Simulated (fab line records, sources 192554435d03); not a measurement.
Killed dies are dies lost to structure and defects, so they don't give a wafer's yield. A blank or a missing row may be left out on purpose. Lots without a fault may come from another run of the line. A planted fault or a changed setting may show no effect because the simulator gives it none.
Chamber matching | flow n5_finfet | N5_BEOL_M0_SAQP_DESCUM_19 on rie_diel-01: 4 sister chambers
The step chemistry O2, time 7.9 s. 14 wafers are shown with their chamber, then 7 later ones without.

WAFERS WITH THEIR CHAMBER
wafer  | chamber | throttle_valve_pct (%) | oes_product_au (a.u.) | showerhead_plenum_p_Torr (Torr)
L486.3 | 2       | 20.44                  | 0.71                  | 2.16
L486.5 | 2       | 20.45                  | 0.72                  | 2.16
L486.6 | 3       | 20.45                  | 0.71                  | 2.17
L488.2 | 3       | 20.45                  | 0.71                  | 2.16
L488.5 | 1       | 20.62                  | 0.73                  | 2.09
L488.6 | 2       | 20.47                  | 0.71                  | 2.16
L494.1 | 1       | 20.62                  | 0.71                  | 2.09
L494.2 | 0       | 20.00                  | 0.99                  | 2.14
L494.6 | 0       | 20.01                  | 0.99                  | 2.14
L496.2 | 2       | 20.48                  | 0.69                  | 2.15
L496.4 | 1       | 20.64                  | 0.71                  | 2.09
L496.5 | 0       | 20.00                  | 0.97                  | 2.14
L497.2 | 1       | 20.64                  | 0.71                  | 2.09
L497.4 | 3       | 20.46                  | 0.70                  | 2.16

SIGNATURES (means of the wafers above)
reading                  | chamber 0 | chamber 1 | chamber 2 | chamber 3 | scatter within a chamber
throttle_valve_pct       | 20.0033   | 20.6300   | 20.4600   | 20.4533   | 0.0124
oes_product_au           | 0.9833    | 0.7150    | 0.7075    | 0.7067    | 0.0105
showerhead_plenum_p_Torr | 2.1400    | 2.0900    | 2.1575    | 2.1633    | 0.00376
Rule: a wafer's distance from a chamber is the root of the sum, over the readings, of the square of ((its reading less the chamber's mean) divided by the reading's scatter). The wafer belongs to the nearest chamber; if the next one is less than 2 further off, it can't be placed. The scatter: the root of (the sum of the squares of (reading less its chamber's mean) over the shown wafers, divided by (wafers less chambers)).

WAFERS WITHOUT THEIR CHAMBER
wafer  | throttle_valve_pct (%) | oes_product_au (a.u.) | showerhead_plenum_p_Torr (Torr)
L497.5 | 20.47                  | 0.70                  | 2.16
L499.3 | 20.49                  | 0.68                  | 2.15
L499.5 | 20.49                  | 0.70                  | 2.15
L499.6 | 20.49                  | 0.69                  | 2.16
L501.1 | 20.66                  | 0.70                  | 2.08
L501.4 | 20.51                  | 0.69                  | 2.15
L501.5 | 20.49                  | 0.68                  | 2.15

WHICH CHAMBER EACH WENT THROUGH
wafer  | from the rows above     | in truth
L497.5 | can't be placed: 2 or 3 | 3
L499.3 | can't be placed: 2 or 3 | 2
L499.5 | can't be placed: 2 or 3 | 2
L499.6 | can't be placed: 2 or 3 | 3
L501.1 | 1                       | 1
L501.4 | can't be placed: 2 or 3 | 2
L501.5 | can't be placed: 2 or 3 | 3
Placed correctly: 1 of 7. Can't be placed from these rows: 6 (the true chamber is among the candidates in 6). Placed wrongly: 0.
